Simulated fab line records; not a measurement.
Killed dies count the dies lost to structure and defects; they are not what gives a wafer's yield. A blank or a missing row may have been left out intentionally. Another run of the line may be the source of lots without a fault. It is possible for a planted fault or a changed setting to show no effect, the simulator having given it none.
The tool behind it: which one?    flow nandHarc    12 lots, 36 wafers sampled, at 4 steps of a route of 1159

WHAT THE GAUGES READ, wafer by wafer
NHARC_A_M1_THK_MEAS_24: measures by xrf.
lot   measured      on            thkNm (nm)
L075  day 18 11:44  filmMetro-02  153.6 155.1 154.0
L078  day 18 12:15  filmMetro-02  156.4 154.0 154.9
L080  day 19 02:17  filmMetro-02  153.7 155.2 157.8
L083  day 19 12:08  filmMetro-02  155.6 153.7 153.3
L085  day 20 04:47  filmMetro-02  155.6 154.4 154.9
L084  day 20 13:13  filmMetro-01  153.3 153.3 150.3
L086  day 20 14:53  filmMetro-02  153.5 156.0 157.3
L088  day 21 10:57  filmMetro-02  155.7 156.6 153.1
L091  day 22 01:19  filmMetro-01  153.0 155.3 154.2
L092  day 22 06:35  filmMetro-02  154.7 153.1 152.6
L094  day 22 13:33  filmMetro-01  152.0 155.3 155.1
L096  day 23 08:40  filmMetro-01  155.1 155.0 153.8

TOOL THAT RAN EACH LOT (tool first, then ch and the chambers of the sampled wafers, then the start)
lot   NHARC_A_M1_ETCH_15                            NHARC_A_M1_PRE_CLEAN_30                 NHARC_A_M1_CMP_23
L075  rieDiel-10 ch 1,2, day 18 11:28 or earlier    pvdSputter-02, day 18 11:28 or earlier  cmp-04 ch 0,2,3, day 18 11:28
L078  rieDiel-04 ch 0,3, day 18 11:55 or earlier    pvdSputter-03, day 18 11:55 or earlier  cmp-03 ch 0,3, day 18 11:55
L080  rieDiel-10 ch 1,2, day 19 01:58 or earlier    pvdSputter-02, day 19 01:58 or earlier  cmp-04 ch 1,2, day 19 01:58
L083  rieDiel-04 ch 0,2,3, day 19 11:52 or earlier  pvdSputter-02, day 19 11:52 or earlier  cmp-04 ch 0,1,2, day 19 11:52
L085  rieDiel-10 ch 0,1,2, day 20 04:34 or earlier  pvdSputter-02, day 20 04:34 or earlier  cmp-03 ch 0,1,2, day 20 04:34
L084  rieDiel-10 ch 0,1,3, day 20 12:56 or earlier  pvdSputter-01, day 20 12:56 or earlier  cmp-03 ch 1,2, day 20 12:56
L086  rieDiel-10 ch 0,2,3, day 20 14:34 or earlier  pvdSputter-02, day 20 14:34 or earlier  cmp-02 ch 0,1,3, day 20 14:34
L088  rieDiel-10 ch 0,2, day 21 10:40 or earlier    pvdSputter-01, day 21 10:40 or earlier  cmp-02 ch 0,1,3, day 21 10:40
L091  rieDiel-04 ch 0,2,3, day 22 00:59 or earlier  pvdSputter-03, day 22 00:59 or earlier  cmp-03 ch 0,2,3, day 22 00:59
L092  rieDiel-10 ch 1,2, day 22 06:16 or earlier    pvdSputter-01, day 22 06:16 or earlier  cmp-02 ch 1,3, day 22 06:16
L094  rieDiel-10 ch 0,3, day 22 13:16 or earlier    pvdSputter-03, day 22 13:16 or earlier  cmp-02 ch 1,2,3, day 22 13:16
L096  rieDiel-11 ch 0,2, day 23 08:22 or earlier    pvdSputter-01, day 23 08:22 or earlier  cmp-04 ch 0,1,3, day 23 08:22
- NHARC_A_M1_ETCH_15: etches the open film in C4F8/Ar, target depth 182.5 nm, time 91.2 s.
- NHARC_A_M1_PRE_CLEAN_30: time 30 s.
- NHARC_A_M1_CMP_23: polishes, t overpolish 20 s, target thk 154.34 nm.

THE ANSWER, worked out from the rows above alone
Rule: usual is defined by the lots themselves. The widest of any qualifying gaps counts: lots, ordered by their means at a reading, are off when they make up no more than a third of the lots, leave a main group of 4 or more, and stand apart from it by 3 or more times the standard deviation of that group's means. A main group is skipped when, at the precision printed for the reading in the tables above, its means are all equal. Also off: a lot with no number at a reading for which 4 or more lots have one. Any other lot the step has rows for is counted as sound.
No lot is off on any of the readings shown, so nothing can be concluded from this.

WHAT THE SIMULATOR HAD INSERTED
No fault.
